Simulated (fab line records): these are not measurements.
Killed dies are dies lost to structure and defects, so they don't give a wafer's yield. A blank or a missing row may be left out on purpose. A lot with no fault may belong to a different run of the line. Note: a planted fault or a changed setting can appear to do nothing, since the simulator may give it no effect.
Comparing a struck lot with a sound one + flow n5_finfet + 37 steps out of a route of 1938
Sound: the wafers L199.1, L199.3, L199.6. Struck: wafer L212.4 (L212.5, L212.6, from the same lot, were not struck and are left out); the cause is given at the end.
Each step with rows lists, per side, the tool, then ch with its chambers, then its first start. Under that, the readings that differ: sound wafers + struck wafers + difference of the means + sigmas: that difference in standard deviations of wafers without a fault.
alike: readings with means less than 2 such deviations apart, plus words and numbers identical on both sides. not compared: withheld readings, readings lacking a value on some wafer, bounds such as >300 that could conceal the same value, and numbers that have no deviation in the record and whose values overlap.
The two part at a step that has a row with sigmas, a row that says differs or no value, or rows on one side only. Numbers that have no deviation but don't overlap get no sigmas and don't part them. A reading missing from all wafers of one side parts the sides only when that side holds two or more wafers.

first, 9 steps without rows for these wafers: N5_MOL_CONTACT_COAG_COAT_58 (time 60 s, resist thk 10 nm); N5_MOL_CONTACT_COAG_COAT_02 (resist thk 30 nm); N5_MOL_CONTACT_COAG_EBR_04; N5_MOL_CONTACT_COAG_SOFTBAKE_03 (time 60 s); N5_MOL_CONTACT_COAG_EXPOSE_05 (exposes mask CA, defocus 0 nm); N5_MOL_CONTACT_COAG_PEB_06 (peb time 60 s); N5_MOL_CONTACT_COAG_DEVELOP_07 (develop time 30 s); N5_MOL_CONTACT_COAG_DESCUM_13 (chemistry O2, time 7 s); N5_MOL_CONTACT_COAG_ETCH_59 (etches underlayer in N2/H2, target depth 13 nm, time 10.4 s).
N5_MOL_CONTACT_COAG_ETCH_105: etches SiARC in CF4, target depth 15.6 nm, time 26 s.
  sound on rie_diel-03 ch 1,2, day 5 21:36; struck on rie_diel-04 ch 3, day 9 04:59
| reading                     | sound             | struck | difference | sigmas |
|-----------------------------|-------------------|--------|------------|--------|
| drypump_motor_current_A (A) | 5.4 5.7 5.7       | 6.3    | +0.7       | +2     |
| rf_vpp_V (V)                | 183.6 186.3 185.4 | 182.5  | -2.6       | -2     |
| throttle_valve_pct (%)      | 15.18 15.26 15.23 | 15.95  | +0.73      | +3     |
  alike: chamber_pressure_mTorr, etch_rf_on_time_s, oes_product_au, showerhead_plenum_p_Torr
  not compared: rf_hours_counter_h
then, 26 steps without rows for these wafers: N5_MOL_CONTACT_COAG_ETCH_106 (etches SOC in N2/H2, target depth 80 nm, overetch 16 nm, time 120 s); N5_MOL_CONTACT_COAG_STRIP_107 (strips in N2/H2); N5_MOL_CONTACT_COAG_STRIP_108 (strips in N2/H2); N5_MOL_CONTACT_COAG_CONTACT_ETCH_14 (etches SiO2 in C4F6/O2, target depth 27.5 nm, overetch 8.5 nm, time 20 s); N5_MOL_CONTACT_COAG_STRIP_109 (strips in C4F6/O2); N5_MOL_CONTACT_COAG_ETCH_15 (etches SiNx in CH3F/O2, stops on Si:P, target depth 7 nm); N5_MOL_CONTACT_COAG_ETCH_110 (etches Si in CF4/O2, target depth 2.5 nm, time 8 s); N5_MOL_CONTACT_COAG_STRIP_98 (strips in N2/H2); N5_MOL_CONTACT_COAG_IMPLANT_129; N5_MOL_CONTACT_COAG_PRECLEAN_111 (cleans in NF3:NH3, afs cycles 1, time 20 s, sublimation time 60 s); N5_MOL_CONTACT_COAG_TI_SIL_19 (material Ti, target thk 4.2 nm, time 15 s); N5_MOL_CONTACT_COAG_ALD_20 (deposits TiN, target thk 1.5 nm, pulse time 1 s, purge time 3 s); N5_MOL_CONTACT_COAG_SIL_ANNEAL_21 (time 60 s); N5_MOL_CONTACT_COAG_PRE_CLEAN_141 (time 60 s); N5_MOL_CONTACT_COAG_SPUTTER_143 (material Co, target thk 2.5 nm); N5_MOL_CONTACT_COAG_CO_FILL_22 (material Co, precursor CCTBA/H2, target thk 20 nm); N5_MOL_CONTACT_COAG_ANNEAL_113 (time 300 s); N5_MOL_CONTACT_COAG_PRE_CLEAN_142 (time 60 s); N5_MOL_CONTACT_COAG_SPUTTER_130 (material Co, target thk 47.5 nm); N5_MOL_CONTACT_COAG_PRECLEAN_125 (cleans in DIW, time 57.5 s); N5_MOL_CONTACT_COAG_SRD_126 (dry time 32 s); N5_MOL_CONTACT_COAG_CMP_23 (polishes, stops on SiO2, t overpolish 1.5 s, target thk 0 nm); N5_MOL_CONTACT_COAG_WET_ETCH_26 (target Co, target depth 13 nm); N5_MOL_CONTACT_COAG_WET_ETCH_116 (etches the open film in SC1-inhibited, target depth 4.6 nm, rinse time 30 s); N5_MOL_CONTACT_COAG_ALD_27 (deposits SiOC, target thk 17 nm, pulse time 1.5 s, time 2720 s); N5_MOL_CONTACT_COAG_CMP_28 (polishes, stops on SiNx, t overpolish 0.85 s, target thk 14.522 nm).
-- a jump in the record: the struck wafers' starts before and after are 8 days apart (it breaks off in module MOL_CONTACT_COAG and resumes in module PASSIVATION, where the first step shown is number 1936 of the route) --
N5_PASSIVATION_PROBE_49:
  sound on prober-02 at day 13 16:13; struck on prober-02 at day 17 02:58
| reading            | sound       | struck | difference | sigmas |
|--------------------|-------------|--------|------------|--------|
| killed_at_contacts | 9 16 26     | 132    | +115       | +19    |
| killed_dies        | 118 103 109 | 238    | +128       | +8     |
| killed_on_rim      | 15 15 14    | 27     | +12        | +3     |
  alike: killed_at_M0_to_M3, killed_at_M4_up, killed_at_front_end, killed_at_other, killed_open, killed_short

== WHERE THEY PART ==
First at N5_MOL_CONTACT_COAG_ETCH_105; last, within this record, at N5_PASSIVATION_PROBE_49.

WHY: the cause the simulator had injected
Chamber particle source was rie_diel-04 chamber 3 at N5_MOL_CONTACT_COAG_ETCH_105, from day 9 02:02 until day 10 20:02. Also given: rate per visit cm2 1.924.
